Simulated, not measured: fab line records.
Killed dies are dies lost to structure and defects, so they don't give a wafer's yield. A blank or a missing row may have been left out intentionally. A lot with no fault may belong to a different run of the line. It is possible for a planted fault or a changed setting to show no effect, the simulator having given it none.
Problem report in the 8D (eight disciplines) form, filled by code :: flow nandHarc :: the parts of the form that need people (team, actions taken, sign-off) are left out

1. THE ISSUE
Mean of thkNm at NHARC_A_ONON_D2_THK_MEAS_21: 505 nm across 6 wafers in 2 lots; on wafers with no fault it is 1000 nm (standard deviation 9). Relative to the usual mean, that is a shift of -55 standard deviations.
The step: measures by ellipsometry.
First seen on wafer L169.3, day 18 05:47, on filmMetro-02. The record has a number at this step for 39 wafers belonging to 13 lots. Rule for "out", or "out of limits": more than 4 standard deviations from the usual mean. The other wafers with a number count as sound.

2. WHAT IT IS AND WHAT IT IS NOT
question: which readings at this step
is: thkNm
is not: -

question: which lots
is: L169, L171
is not: L156, L161, L162, L163, L164, L165, L173, L174, L177, L178, L179

question: which wafers of those lots
is: all that have a number
is not: -

question: read on which gauges
is: filmMetro-01, filmMetro-02
is not: -

question: when
is: from day 18 05:47
is not: up to then (18 sound wafers); but 15 sound wafers of L173, L174, L177, L178, L179 came after

3. WHAT RULES OUT EACH SUSPECT
Counting: any tool at a process step up to the reading is kept as a suspect provided that every lot that is out went through it and no sound lot did after the first of them.
- the gauge at NHARC_A_ONON_D2_THK_MEAS_21 has been ruled out. 2 gauges (filmMetro-01, filmMetro-02) read the wafers that are out.
- pecvdOnon-03 at NHARC_A_ONON_D2_DEP_19 (target thk 1000 nm): ruled out as a lasting fault. The sound lots L177, L179 went through it after L169, its earliest lot that is out (day 18 05:23).
Left after counting: nothing in the record.

4. THE CAUSE (what the simulator had put in)
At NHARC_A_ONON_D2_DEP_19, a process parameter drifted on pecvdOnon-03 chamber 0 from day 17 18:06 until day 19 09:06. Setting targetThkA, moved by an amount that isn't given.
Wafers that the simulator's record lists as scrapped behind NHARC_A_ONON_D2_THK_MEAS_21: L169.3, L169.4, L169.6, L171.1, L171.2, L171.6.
The count ruled it out by mistake, since the rule takes a fault to strike every lot its tool runs from the start of the fault on, and this one did not do so.

5. THE CHAIN OF EFFECTS, in route order
One row per reading whose mean, taken over the struck wafers that have a number, lies over 3 standard deviations from the usual. Scope: only readings with a usual standard deviation given in the record; hours: median across lots of the time from each lot's start at the first step in this table that gives one to its start at this step; sigmas: change in usual standard deviations.
hours: 0
step: NHARC_A_ONON_D2_THK_MEAS_21
reading: thkNm
usual: 1000 nm
on struck wafers: 505
change: -495
sigmas: -55

6. HOW IT WOULD HAVE BEEN CAUGHT EARLIER
Counted from the fault's start at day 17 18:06, it took 12 hours until the first out-of-limits reading at a measuring or inspecting step in this record, taken at day 18 05:47.
Of the tool readings at NHARC_A_ONON_D2_DEP_19 for which the record gives a usual standard deviation, none was out on any struck wafer, so an alarm limit of 4 standard deviations on them would not have fired.
